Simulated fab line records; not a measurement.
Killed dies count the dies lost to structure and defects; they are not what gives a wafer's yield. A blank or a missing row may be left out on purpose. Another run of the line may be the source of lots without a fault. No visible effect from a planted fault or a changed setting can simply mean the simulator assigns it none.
Chamber matching || flow n5_finfet || N5_BEOL_M11_DEP_56 on pecvd-04: 3 sister chambers
The step deposits SiCN from 3MS/NH3, target thk 30 nm, time 10.5 s. 24 wafers are shown with their chamber, then 12 later ones without.

WAFERS WITH THEIR CHAMBER
{"wafer": "L074.1", "chamber": 2, "throttle_valve_pct (%)": 16.7, "showerhead_plenum_p_Torr (Torr)": 4.146}
{"wafer": "L074.4", "chamber": 0, "throttle_valve_pct (%)": 18.7, "showerhead_plenum_p_Torr (Torr)": 4.158}
{"wafer": "L074.6", "chamber": 2, "throttle_valve_pct (%)": 16.5, "showerhead_plenum_p_Torr (Torr)": 4.162}
{"wafer": "L078.2", "chamber": 1, "throttle_valve_pct (%)": 18.2, "showerhead_plenum_p_Torr (Torr)": 4.135}
{"wafer": "L078.3", "chamber": 0, "throttle_valve_pct (%)": 18.3, "showerhead_plenum_p_Torr (Torr)": 4.150}
{"wafer": "L078.5", "chamber": 1, "throttle_valve_pct (%)": 18.4, "showerhead_plenum_p_Torr (Torr)": 4.141}
{"wafer": "L076.1", "chamber": 1, "throttle_valve_pct (%)": 18.4, "showerhead_plenum_p_Torr (Torr)": 4.134}
{"wafer": "L076.3", "chamber": 0, "throttle_valve_pct (%)": 18.5, "showerhead_plenum_p_Torr (Torr)": 4.155}
{"wafer": "L076.6", "chamber": 0, "throttle_valve_pct (%)": 18.3, "showerhead_plenum_p_Torr (Torr)": 4.149}
{"wafer": "L081.1", "chamber": 1, "throttle_valve_pct (%)": 18.5, "showerhead_plenum_p_Torr (Torr)": 4.138}
{"wafer": "L081.2", "chamber": 2, "throttle_valve_pct (%)": 16.7, "showerhead_plenum_p_Torr (Torr)": 4.158}
{"wafer": "L081.4", "chamber": 2, "throttle_valve_pct (%)": 16.5, "showerhead_plenum_p_Torr (Torr)": 4.149}
{"wafer": "L082.2", "chamber": 1, "throttle_valve_pct (%)": 18.2, "showerhead_plenum_p_Torr (Torr)": 4.127}
{"wafer": "L082.3", "chamber": 2, "throttle_valve_pct (%)": 16.5, "showerhead_plenum_p_Torr (Torr)": 4.160}
{"wafer": "L082.4", "chamber": 0, "throttle_valve_pct (%)": 18.6, "showerhead_plenum_p_Torr (Torr)": 4.162}
{"wafer": "L083.1", "chamber": 2, "throttle_valve_pct (%)": 16.4, "showerhead_plenum_p_Torr (Torr)": 4.147}
{"wafer": "L083.5", "chamber": 1, "throttle_valve_pct (%)": 18.6, "showerhead_plenum_p_Torr (Torr)": 4.137}
{"wafer": "L083.6", "chamber": 2, "throttle_valve_pct (%)": 16.7, "showerhead_plenum_p_Torr (Torr)": 4.152}
{"wafer": "L084.3", "chamber": 0, "throttle_valve_pct (%)": 18.5, "showerhead_plenum_p_Torr (Torr)": 4.153}
{"wafer": "L084.4", "chamber": 0, "throttle_valve_pct (%)": 18.4, "showerhead_plenum_p_Torr (Torr)": 4.155}
{"wafer": "L084.6", "chamber": 2, "throttle_valve_pct (%)": 16.5, "showerhead_plenum_p_Torr (Torr)": 4.153}
{"wafer": "L087.2", "chamber": 0, "throttle_valve_pct (%)": 18.2, "showerhead_plenum_p_Torr (Torr)": 4.155}
{"wafer": "L087.5", "chamber": 2, "throttle_valve_pct (%)": 16.6, "showerhead_plenum_p_Torr (Torr)": 4.142}
{"wafer": "L087.6", "chamber": 0, "throttle_valve_pct (%)": 18.4, "showerhead_plenum_p_Torr (Torr)": 4.151}

SIGNATURES (means of the wafers above)
{"reading": "throttle_valve_pct", "chamber 0": 18.433, "chamber 1": 18.383, "chamber 2": 16.567, "scatter within a chamber": 0.143}
{"reading": "showerhead_plenum_p_Torr", "chamber 0": 4.15422, "chamber 1": 4.13533, "chamber 2": 4.15211, "scatter within a chamber": 0.00542}
Rule: a wafer's distance from a chamber is the root of the sum, over the readings, of the square of ((its reading less the chamber's mean) divided by the reading's scatter). The wafer belongs to the nearest chamber; if the next one is less than 2 further off, it can't be placed. The scatter: the root of (the sum of the squares of (reading less its chamber's mean) over the shown wafers, divided by (wafers less chambers)).

WAFERS WITH NO CHAMBER GIVEN
{"wafer": "L088.1", "throttle_valve_pct (%)": 18.5, "showerhead_plenum_p_Torr (Torr)": 4.152}
{"wafer": "L088.4", "throttle_valve_pct (%)": 18.6, "showerhead_plenum_p_Torr (Torr)": 4.124}
{"wafer": "L088.5", "throttle_valve_pct (%)": 16.5, "showerhead_plenum_p_Torr (Torr)": 4.155}
{"wafer": "L089.1", "throttle_valve_pct (%)": 16.7, "showerhead_plenum_p_Torr (Torr)": 4.152}
{"wafer": "L089.4", "throttle_valve_pct (%)": 18.3, "showerhead_plenum_p_Torr (Torr)": 4.138}
{"wafer": "L089.6", "throttle_valve_pct (%)": 18.3, "showerhead_plenum_p_Torr (Torr)": 4.159}
{"wafer": "L090.3", "throttle_valve_pct (%)": 18.2, "showerhead_plenum_p_Torr (Torr)": 4.157}
{"wafer": "L090.4", "throttle_valve_pct (%)": 18.4, "showerhead_plenum_p_Torr (Torr)": 4.144}
{"wafer": "L090.6", "throttle_valve_pct (%)": 18.5, "showerhead_plenum_p_Torr (Torr)": 4.133}
{"wafer": "L094.2", "throttle_valve_pct (%)": 16.4, "showerhead_plenum_p_Torr (Torr)": 4.167}
{"wafer": "L094.3", "throttle_valve_pct (%)": 18.7, "showerhead_plenum_p_Torr (Torr)": 4.138}
{"wafer": "L094.6", "throttle_valve_pct (%)": 18.3, "showerhead_plenum_p_Torr (Torr)": 4.153}

WHICH CHAMBER EACH WENT THROUGH
{"wafer": "L088.1", "from the rows above": 0, "in truth": 0}
{"wafer": "L088.4", "from the rows above": 1, "in truth": 1}
{"wafer": "L088.5", "from the rows above": 2, "in truth": 2}
{"wafer": "L089.1", "from the rows above": 2, "in truth": 2}
{"wafer": "L089.4", "from the rows above": 1, "in truth": 1}
{"wafer": "L089.6", "from the rows above": 0, "in truth": 0}
{"wafer": "L090.3", "from the rows above": 0, "in truth": 0}
{"wafer": "L090.4", "from the rows above": "can't be placed: 1 or 0", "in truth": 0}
{"wafer": "L090.6", "from the rows above": 1, "in truth": 1}
{"wafer": "L094.2", "from the rows above": 2, "in truth": 2}
{"wafer": "L094.3", "from the rows above": "can't be placed: 1 or 0", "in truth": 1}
{"wafer": "L094.6", "from the rows above": 0, "in truth": 0}
Correctly placed: 10 of 12. Not placeable from these rows: 2 (in 2, the candidates include the true chamber). 0 placed wrongly.
